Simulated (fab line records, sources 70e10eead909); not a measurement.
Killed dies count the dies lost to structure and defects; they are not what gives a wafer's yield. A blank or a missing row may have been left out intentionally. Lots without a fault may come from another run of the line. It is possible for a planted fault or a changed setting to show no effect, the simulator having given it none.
Which tool is to blame? + flow nand-harc + 11 lots, 33 wafers sampled, at 6 steps of a route of 1302

WHAT EACH GAUGE READ, for each wafer
NHARC_P_ZERO_WELL_CD_MEAS_24: target cd 720 nm. Usual: cd-nm at 719.9 nm, with a standard deviation of 2.
| lot  | measured     | on        | cd-nm (nm)        | flag |
|------|--------------|-----------|-------------------|------|
| L806 | day 2 08:35  | cd-sem-03 | 718.7 717.6 718.3 |      |
| L807 | day 2 18:35  | cd-sem-01 | 721.1 722.5 723.8 |      |
| L809 | day 3 14:36  | cd-sem-02 | 720.7 720.9 718.6 |      |
| L810 | day 4 00:37  | cd-sem-01 | 720.6 719.4 720.1 |      |
| L818 | day 7 08:29  | cd-sem-02 | 758.7 760.4 760.4 | OFF  |
| L819 | day 7 18:56  | cd-sem-01 | 762.4 763.9 763.3 | OFF  |
| L822 | day 9 00:28  | cd-sem-01 | 720.4 720.1 721.3 |      |
| L823 | day 9 10:38  | cd-sem-03 | 721.2 721.3 723.4 |      |
| L824 | day 9 20:38  | cd-sem-01 | 719.0 717.9 717.4 |      |
| L825 | day 10 06:36 | cd-sem-01 | 721.3 718.4 720.3 |      |
| L826 | day 10 16:31 | cd-sem-01 | 718.7 719.5 718.2 |      |

NHARC_P_STI_INSPECT_11. Usual: raw-defect-count at 5.2, with a standard deviation of 2.3.
| lot  | measured     | on                | raw-defect-count | flag |
|------|--------------|-------------------|------------------|------|
| L806 | day 3 06:37  | defect-inspect-01 | 3 6 3            |      |
| L807 | day 3 14:44  | defect-inspect-02 | 4 4 7            |      |
| L809 | day 4 12:25  | defect-inspect-01 | 9 8 8            |      |
| L810 | day 4 22:33  | defect-inspect-02 | 4 7 5            |      |
| L818 | day 8 06:53  | defect-inspect-02 | 3 11 3           |      |
| L819 | day 8 15:00  | defect-inspect-02 | 6 5 9            |      |
| L822 | day 10 00:20 | defect-inspect-01 | 5 4 5            |      |
| L823 | day 10 06:47 | defect-inspect-02 | 6 1 5            |      |
| L824 | day 10 17:11 | defect-inspect-01 | 3 1 1            |      |
| L825 | day 11 02:35 | defect-inspect-01 | 5 3 6            |      |
| L826 | day 11 14:34 | defect-inspect-02 | 7 3 10           |      |

NHARC_END_SORT_01. Usual: killed-at-array 53, standard deviation 20; killed-at-other 1, standard deviation 1.2; killed-at-periphery 3.7, standard deviation 2.6; killed-dies 58, standard deviation 20; killed-open 3.5, standard deviation 1.8; killed-short 2.4, standard deviation 1.7.
| lot  | measured     | on        | killed-at-array | killed-at-other | killed-at-periphery | killed-dies | killed-open | killed-short | flag |
|------|--------------|-----------|-----------------|-----------------|---------------------|-------------|-------------|--------------|------|
| L818 | day 30 09:56 | prober-01 | 53 68 64        | 0 1 1           | 3 9 1               | 56 78 66    | 2 4 2       | 1 2 4        |      |

EACH LOT AND THE TOOL THAT RAN IT (in order: tool; ch and the chambers of the sampled wafers; start)
| lot  | NHARC_P_ZERO_WELL_EXPOSE_21       | NHARC_P_ZERO_WELL_DESCUM_39       | NHARC_P_ZERO_WELL_DESCUM_54        |
|------|-----------------------------------|-----------------------------------|------------------------------------|
| L806 | krf-scanner-03 ch 0, day 2 08:26  | rie-diel-07 ch 0,1, day 2 10:22   | rie-diel-10 ch 0,2,3, day 2 12:02  |
| L807 | krf-scanner-02 ch 0, day 2 18:26  | rie-diel-11 ch 0,3, day 2 20:26   | rie-diel-11 ch 0,1,2, day 2 22:07  |
| L809 | krf-scanner-04 ch 0, day 3 14:27  | rie-diel-11 ch 1,2,3, day 3 16:25 | rie-diel-10 ch 0,1,2, day 3 17:55  |
| L810 | krf-scanner-03 ch 0, day 4 00:28  | rie-diel-11 ch 0,1,2, day 4 02:22 | rie-diel-11 ch 2,3, day 4 03:58    |
| L818 | krf-scanner-03 ch 0, day 7 08:20  | rie-diel-10 ch 1,2,3, day 7 10:17 | rie-diel-07 ch 0,2, day 7 11:47    |
| L819 | krf-scanner-03 ch 0, day 7 18:46  | rie-diel-11 ch 1,2,3, day 7 20:44 | rie-diel-07 ch 0,1,3, day 7 22:23  |
| L822 | krf-scanner-02 ch 0, day 9 00:19  | rie-diel-11 ch 0,3, day 9 02:08   | rie-diel-07 ch 2,3, day 9 03:46    |
| L823 | krf-scanner-02 ch 0, day 9 10:29  | rie-diel-11 ch 2,3, day 9 12:27   | rie-diel-07 ch 0,2, day 9 13:56    |
| L824 | krf-scanner-04 ch 0, day 9 20:29  | rie-diel-11 ch 0,2,3, day 9 22:29 | rie-diel-10 ch 1,2,3, day 10 00:10 |
| L825 | krf-scanner-02 ch 0, day 10 06:27 | rie-diel-10 ch 1,3, day 10 08:31  | rie-diel-10 ch 0,3, day 10 10:08   |
| L826 | krf-scanner-02 ch 0, day 10 16:22 | rie-diel-10 ch 0,3, day 10 18:20  | rie-diel-07 ch 0,1,2, day 10 19:59 |
- NHARC_P_ZERO_WELL_EXPOSE_21: exposes mask P NWELL, target cd 720 nm.
- NHARC_P_ZERO_WELL_DESCUM_39: chemistry O2, time 3 s.
- NHARC_P_ZERO_WELL_DESCUM_54: chemistry O2, time 3 s.

WHAT THE TOOLS THEMSELVES READ (means of the sampled wafers that have a number; where no wafer has one, the mark that the record gives instead)
NHARC_P_ZERO_WELL_EXPOSE_21. Usual: exposure-dose-mJ-cm2 at 22.311, with a standard deviation of 0.02.
| lot  | tool           | exposure-dose-mJ-cm2 | flag |
|------|----------------|----------------------|------|
| L806 | krf-scanner-03 | 22.321               |      |
| L807 | krf-scanner-02 | 22.330               |      |
| L809 | krf-scanner-04 | 22.317               |      |
| L810 | krf-scanner-03 | 22.304               |      |
| L818 | krf-scanner-03 | 28.429               | OFF  |
| L819 | krf-scanner-03 | 28.439               | OFF  |
| L822 | krf-scanner-02 | 22.313               |      |
| L823 | krf-scanner-02 | 22.332               |      |
| L824 | krf-scanner-04 | 22.328               |      |
| L825 | krf-scanner-02 | 22.332               |      |
| L826 | krf-scanner-02 | 22.311               |      |

NHARC_P_ZERO_WELL_DESCUM_39. Usual: drypump-motor-current-A 5.9 A, standard deviation 0.41; o2-flow-sccm 200.0 sccm, standard deviation 0.72; oes-product-au 1.006 a.u., standard deviation 0.01; rf-vpp-V 57.7 V, standard deviation 0.94; showerhead-plenum-p-Torr 1.92 Torr, standard deviation 0.078; throttle-valve-pct 11.311 %, standard deviation 0.0089.
| lot  | tool        | drypump-motor-current-A (A) | o2-flow-sccm (sccm) | oes-product-au (a.u.) | rf-vpp-V (V) | showerhead-plenum-p-Torr (Torr) | throttle-valve-pct (%) | flag |
|------|-------------|-----------------------------|---------------------|-----------------------|--------------|---------------------------------|------------------------|------|
| L806 | rie-diel-07 | 5.9                         | 200.0               | 1.002                 | 57.5         | 1.94                            | 11.312                 |      |
| L807 | rie-diel-11 | 5.6                         | 199.3               | 1.003                 | 57.7         | 1.85                            | 11.310                 |      |
| L809 | rie-diel-11 | 6.1                         | 199.7               | 1.014                 | 58.1         | 1.95                            | 11.305                 |      |
| L810 | rie-diel-11 | 5.8                         | 200.1               | 1.007                 | 57.5         | 1.88                            | 11.320                 |      |
| L818 | rie-diel-10 | 5.9                         | 199.9               | 1.020                 | 58.9         | 1.88                            | 11.311                 |      |
| L819 | rie-diel-11 | 6.1                         | 200.2               | 1.020                 | 56.9         | 1.94                            | 11.306                 |      |
| L822 | rie-diel-11 | 5.6                         | 200.6               | 1.004                 | 58.4         | 2.04                            | 11.310                 |      |
| L823 | rie-diel-11 | 5.8                         | 199.6               | 1.017                 | 58.0         | 1.90                            | 11.313                 |      |
| L824 | rie-diel-11 | 5.7                         | 200.0               | 1.006                 | 57.6         | 1.97                            | 11.311                 |      |
| L825 | rie-diel-10 | 6.1                         | 200.9               | 1.017                 | 56.6         | 1.93                            | 11.303                 |      |
| L826 | rie-diel-10 | 6.2                         | 200.4               | 1.015                 | 57.9         | 1.93                            | 11.304                 |      |

NHARC_P_ZERO_WELL_DESCUM_54. Usual: drypump-motor-current-A 5.9 A, standard deviation 0.42; o2-flow-sccm 200.0 sccm, standard deviation 0.55; oes-product-au 1.004 a.u., standard deviation 0.011; rf-vpp-V 57.7 V, standard deviation 0.82; showerhead-plenum-p-Torr 1.90 Torr, standard deviation 0.065; throttle-valve-pct 11.309 %, standard deviation 0.009.
| lot  | tool        | drypump-motor-current-A (A) | o2-flow-sccm (sccm) | oes-product-au (a.u.) | rf-vpp-V (V) | showerhead-plenum-p-Torr (Torr) | throttle-valve-pct (%) | flag |
|------|-------------|-----------------------------|---------------------|-----------------------|--------------|---------------------------------|------------------------|------|
| L806 | rie-diel-10 | 6.0                         | 199.9               | 1.006                 | 56.9         | 1.91                            | 11.301                 |      |
| L807 | rie-diel-11 | 5.7                         | 200.2               | 1.003                 | 57.2         | 1.88                            | 11.314                 |      |
| L809 | rie-diel-10 | 6.0                         | 199.7               | 1.002                 | 58.5         | 1.87                            | 11.308                 |      |
| L810 | rie-diel-11 | 5.8                         | 200.2               | 1.012                 | 57.6         | 1.91                            | 11.311                 |      |
| L818 | rie-diel-07 | 5.6                         | 199.8               | 0.984                 | 57.6         | 1.84                            | 11.303                 |      |
| L819 | rie-diel-07 | 5.8                         | 199.7               | 1.002                 | 58.1         | 1.91                            | 11.300                 |      |
| L822 | rie-diel-07 | 5.9                         | 200.3               | 1.001                 | 58.5         | 1.87                            | 11.309                 |      |
| L823 | rie-diel-07 | 5.5                         | 200.0               | 0.984                 | 56.9         | 1.84                            | 11.308                 |      |
| L824 | rie-diel-10 | 5.9                         | 200.1               | 1.016                 | 57.8         | 1.88                            | 11.317                 |      |
| L825 | rie-diel-10 | 6.2                         | 200.3               | 1.013                 | 57.9         | 1.94                            | 11.310                 |      |
| L826 | rie-diel-07 | 5.7                         | 200.3               | 0.997                 | 57.8         | 1.88                            | 11.313                 |      |

THE ANSWER, worked out from the rows above alone
Rule: a lot counts as off when the mean over its wafers that have a number is more than 3 standard deviations away from the usual mean. Also off: a lot with no number at a reading for which 4 or more lots have one. The other lots that the step has rows for count as sound. After the gauges, taken in route order, come the tools' own readings; for these a lot's mean is taken, as printed above. At the first step where some lot is off, the reading lying furthest off is the one used; lots without a number count as furthest.
Off at NHARC_P_ZERO_WELL_CD_MEAS_24 (cd-nm): L818, L819.
If a tool, at a process step before that reading, ran all the lots that are off and no sound lot after the first of them, it fits. Not tried: the gauges at NHARC_P_ZERO_WELL_CD_MEAS_24; whatever is off there is also off at NHARC_P_ZERO_WELL_EXPOSE_21, on other tools, and gauge error can't account for it. One fits: NHARC_P_ZERO_WELL_EXPOSE_21 on krf-scanner-03. Its last sound lot is L810 (day 4 00:28), its first lot that is off L818 (day 7 08:20): a fault that began between those two fits.
On the lots that are off, the tool's own readings at NHARC_P_ZERO_WELL_EXPOSE_21 differ by more than 5 times the standard deviation of the sound lots' means, which bears it out; exposure-dose-mJ-cm2 reads 28.434 there versus 22.321 on the sound lots.

WHAT THE SIMULATOR HAD PUT IN
Process parameters drifting: krf-scanner-03 at NHARC_P_ZERO_WELL_EXPOSE_21, beginning at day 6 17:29. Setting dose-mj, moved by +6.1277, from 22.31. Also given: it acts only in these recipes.
Struck lots among those shown: L818, L819. The rule given above showed the same thing.
